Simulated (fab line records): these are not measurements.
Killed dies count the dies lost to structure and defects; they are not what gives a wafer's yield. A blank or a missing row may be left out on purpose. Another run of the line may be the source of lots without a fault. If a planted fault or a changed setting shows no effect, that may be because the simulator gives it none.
A struck lot beside a sound one + flow n5_finfet + 26 steps out of a route of 1938
Sound: these wafers, L260.1, L260.5, L260.6. Wafers struck: L270.3, L270.4, L270.5. At the end, the cause is stated.
Per side, at each step with rows, come the tool, then ch with its chambers, and then its first start. Under that, the readings that differ: sound wafers + struck wafers + difference of the means + sigmas: that difference in standard deviations of wafers without a fault.
alike: a reading whose means differ by less than 2 such deviations, as well as words and numbers matching on both sides. not compared: withheld readings; readings where some wafer has no value; bounds like >300 that might hide an equal value; numbers whose values overlap and for which the record gives no deviation.
Wherever a step has rows on one side only, a row that says differs or no value, or a row with sigmas, the two part there. Numbers that don't overlap but have no deviation are shown without sigmas and don't part them. Lack of a reading on every wafer of one side parts them only where that side has two or more wafers.

first, 4 steps without rows for these wafers: N5_ZERO_LAYER_EXPOSE_08 (exposes mask ZERO, defocus 0 nm, target cd 2000 nm); N5_ZERO_LAYER_PEB_09; N5_ZERO_LAYER_DEVELOP_10 (develop time 60 s); N5_ZERO_LAYER_HARDBAKE_23 (time 120 s).
N5_ZERO_LAYER_CD_MEAS_11: target cd 2000 nm.
  sound on cd_sem-01 ch 0, day 2 00:46; struck on cd_sem-03 ch 0, day 4 12:46
  alike: cd_nm
N5_ZERO_LAYER_DESCUM_16: chemistry O2, time 7.9 s.
  sound on rie_diel-04 ch 0,2,3, day 2 00:50; struck on rie_diel-04 ch 0,1,3, day 4 12:49
  alike: drypump_motor_current_A, o2_flow_sccm, oes_product_au, rf_fwd_power_W, rf_vpp_V, showerhead_plenum_p_Torr, temp_c, throttle_valve_pct
  not compared: rf_hours_counter_h
N5_ZERO_LAYER_ETCH_17: etches SiO2 in CF4, target depth 12 nm, time 13.3 s.
  sound on rie_diel-04 ch 0,2,3, day 2 00:52; struck on rie_diel-04 ch 0,1,3, day 4 12:50
  alike: drypump_motor_current_A, oes_product_au, rf_fwd_power_W, rf_vpp_V, showerhead_plenum_p_Torr, throttle_valve_pct
  not compared: rf_hours_counter_h
N5_ZERO_LAYER_ETCH_18: etches Si in HBr/Cl2, target depth 120 nm, time 40 s.
  sound on rie_si-05 ch 0,1,2, day 2 00:57; struck on rie_si-03 ch 0,1,3, day 4 12:55
  alike: drypump_motor_current_A, oes_product_au, rf_fwd_power_W, throttle_valve_pct
  not compared: rf_hours_counter_h
N5_ZERO_LAYER_STRIP_24: strips in O2.
  sound on plasma_asher-01 ch 0,1, day 2 01:03; struck on plasma_asher-02 ch 0,1, day 4 13:02
  alike: drypump_motor_current_A, heater_power_w, o2_flow_sccm, oes_product_au, strip_time_to_endpoint_s, temp_c
  not compared: rf_hours_counter_h
then, 1 step without rows for these wafers: N5_ZERO_LAYER_STRIP_19 (strips in SPM, time 900 s).
N5_ZERO_LAYER_INSPECT_20: inspects for defects (darkfield).
  sound on defect_inspect-02 at day 2 01:25; struck on defect_inspect-02 at day 4 13:23
  alike: raw_defect_count
then, 1 step without rows for these wafers: N5_WELL_APT_HMDS_01 (time 60 s).
N5_WELL_APT_COAT_02: resist thk 950 nm.
  sound on litho_track-05 ch 0, day 2 01:27; struck on litho_track-01 ch 0, day 4 13:25
| reading                                    | sound                | struck               | difference | sigmas |
|--------------------------------------------|----------------------|----------------------|------------|--------|
| spin_speed_rpm (rpm)                       | 1357.1 1359.3 1358.0 | 1443.4 1443.1 1443.3 | +85.1      | +77    |
| model.coat_of_WELL_APT_COAT_02.thk_nm (nm) | 947.9 951.2 950.1    | 922.8 922.3 920.7    | -27.8      |        |
  alike: resist_line_temp_C
then, 6 steps without rows for these wafers: N5_WELL_APT_EBR_04; N5_WELL_APT_SOFTBAKE_03 (time 60 s); N5_WELL_APT_EXPOSE_05 (exposes mask NWELL, defocus 0 nm, target cd 200 nm); N5_WELL_APT_PEB_06 (peb time 90 s); N5_WELL_APT_DEVELOP_07 (develop time 45 s); N5_WELL_APT_HARDBAKE_12 (time 120 s).
N5_WELL_APT_CD_MEAS_08: target cd 200 nm.
  sound on cd_sem-02 ch 0, day 2 01:50; struck on cd_sem-01 ch 0, day 4 13:49
| reading    | sound             | struck            | difference | sigmas |
|------------|-------------------|-------------------|------------|--------|
| cd_nm (nm) | 196.9 200.0 200.2 | 201.5 204.2 202.6 | +3.7       | +2     |
N5_WELL_APT_OVL_MEAS_09:
  sound on overlay-02 ch 0, day 2 01:52; struck on overlay-02 ch 0, day 4 13:50
  alike: NWELL_OVL
N5_WELL_APT_INSPECT_10: inspects for defects (macro).
  sound on defect_inspect-02 at day 2 01:53; struck on defect_inspect-01 at day 4 13:52
  alike: raw_defect_count
N5_WELL_APT_DESCUM_13: chemistry O2, time 7.9 s.
  sound on rie_diel-05 ch 2,3, day 2 01:56; struck on rie_diel-05 ch 0,1, day 4 13:54
| reading                                    | sound           | struck            | difference | sigmas |
|--------------------------------------------|-----------------|-------------------|------------|--------|
| model.coat_of_WELL_APT_COAT_02.thk_nm (nm) | 929.7 933 931.9 | 904.7 904.2 902.6 | -27.7      |        |
  alike: drypump_motor_current_A, o2_flow_sccm, oes_product_au, rf_fwd_power_W, rf_vpp_V, showerhead_plenum_p_Torr, temp_c, throttle_valve_pct
  not compared: rf_hours_counter_h
following that, these wafers have no rows for 1 step: N5_WELL_APT_IMPLANT_14.
-- record jumps: 7 days separate the struck wafers' starts on either side; left off in module WELL_APT, taken up again in module BEOL_M4, whose first shown step is the route's number 1111 --
N5_BEOL_M4_RC_MEAS_101:
  sound on prober-02 ch 0, day 8 05:14; struck on prober-02 ch 0, day 11 08:31
  alike: DIBL_N, DIBL_P, IOFF_N, IOFF_P, ION_N, ION_P, SS_N, SS_P, VT_N, VT_P
-- the record jumps here: 5 days lie between the struck wafers' starts before and after (it left off in module BEOL_M4 and takes up again in module PASSIVATION, whose first step shown is number 1936 of the route) --
N5_PASSIVATION_PROBE_49:
  sound on prober-01 at day 12 10:32; struck on prober-01 at day 16 04:09
  alike: defect_limited_yield, killed_at_M0_to_M3, killed_at_M4_up, killed_at_contacts, killed_at_front_end, killed_at_other, killed_dies, killed_open, killed_short, sort_bin_5_function, sort_bin_6_memory, sort_bin_8_speed, sort_n_pass, sort_yield_pct

WHERE THEY PART
First at N5_WELL_APT_COAT_02; last, within this record, at N5_WELL_APT_CD_MEAS_08. Later steps at which nothing parts them and some readings are alike: N5_WELL_APT_OVL_MEAS_09, N5_WELL_APT_INSPECT_10, N5_WELL_APT_DESCUM_13, N5_BEOL_M4_RC_MEAS_101, N5_PASSIVATION_PROBE_49.

WHY: the cause the simulator had injected
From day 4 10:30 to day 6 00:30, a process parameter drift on litho_track-01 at N5_WELL_APT_COAT_02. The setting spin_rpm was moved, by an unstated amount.
